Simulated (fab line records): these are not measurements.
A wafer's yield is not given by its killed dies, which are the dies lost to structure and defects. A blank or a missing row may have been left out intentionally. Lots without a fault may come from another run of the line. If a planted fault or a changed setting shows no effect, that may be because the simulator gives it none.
Chamber matching / flow n5Finfet / 4 sister chambers for N5_MOL_CONTACT_COAG_ETCH_89 on rieDiel-03
The step etches underlayer in N2/H2, target depth 13 nm, time 10.4 s. 4 wafers are shown with their chamber, then 9 later ones without.

== WAFERS, EACH WITH ITS CHAMBER ==
wafer=L089.3; chamber=1; showerheadPlenumPTorr (Torr)=2.59
wafer=L091.1; chamber=3; showerheadPlenumPTorr (Torr)=2.54
wafer=L091.2; chamber=0; showerheadPlenumPTorr (Torr)=2.68
wafer=L091.3; chamber=2; showerheadPlenumPTorr (Torr)=2.58

== WAFERS WITH NO CHAMBER GIVEN ==
wafer=L093.2; showerheadPlenumPTorr (Torr)=2.54
wafer=L093.3; showerheadPlenumPTorr (Torr)=2.58
wafer=L093.4; showerheadPlenumPTorr (Torr)=2.68
wafer=L094.1; showerheadPlenumPTorr (Torr)=2.68
wafer=L094.5; showerheadPlenumPTorr (Torr)=2.68
wafer=L094.6; showerheadPlenumPTorr (Torr)=2.59
wafer=L097.2; showerheadPlenumPTorr (Torr)=2.53
wafer=L097.4; showerheadPlenumPTorr (Torr)=2.58
wafer=L097.5; showerheadPlenumPTorr (Torr)=2.67

== WHICH CHAMBER EACH ONE RAN IN ==
wafer=L093.2; from the rows above=3; in truth=3
wafer=L093.3; from the rows above=2; in truth=2
wafer=L093.4; from the rows above=0; in truth=0
wafer=L094.1; from the rows above=0; in truth=0
wafer=L094.5; from the rows above=0; in truth=0
wafer=L094.6; from the rows above=1; in truth=1
wafer=L097.2; from the rows above=3; in truth=3
wafer=L097.4; from the rows above=2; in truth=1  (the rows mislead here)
wafer=L097.5; from the rows above=0; in truth=0
Placed correctly: 8 of 9. From these rows, 0 cannot be placed. 1 placed wrongly.
How it was worked out, from the rows above alone: a wafer's distance from a chamber is the root of the sum, over the readings, of the square of ((its reading less the chamber's mean) divided by the reading's scatter). The wafer belongs to the nearest chamber; if the next one is less than 2 further off, it can't be placed. The mean given for a chamber averages the wafers shown for that chamber. The scatter: with one shown wafer a chamber, the root of the mean of the squares of how far each hidden wafer lies from its nearest shown one.
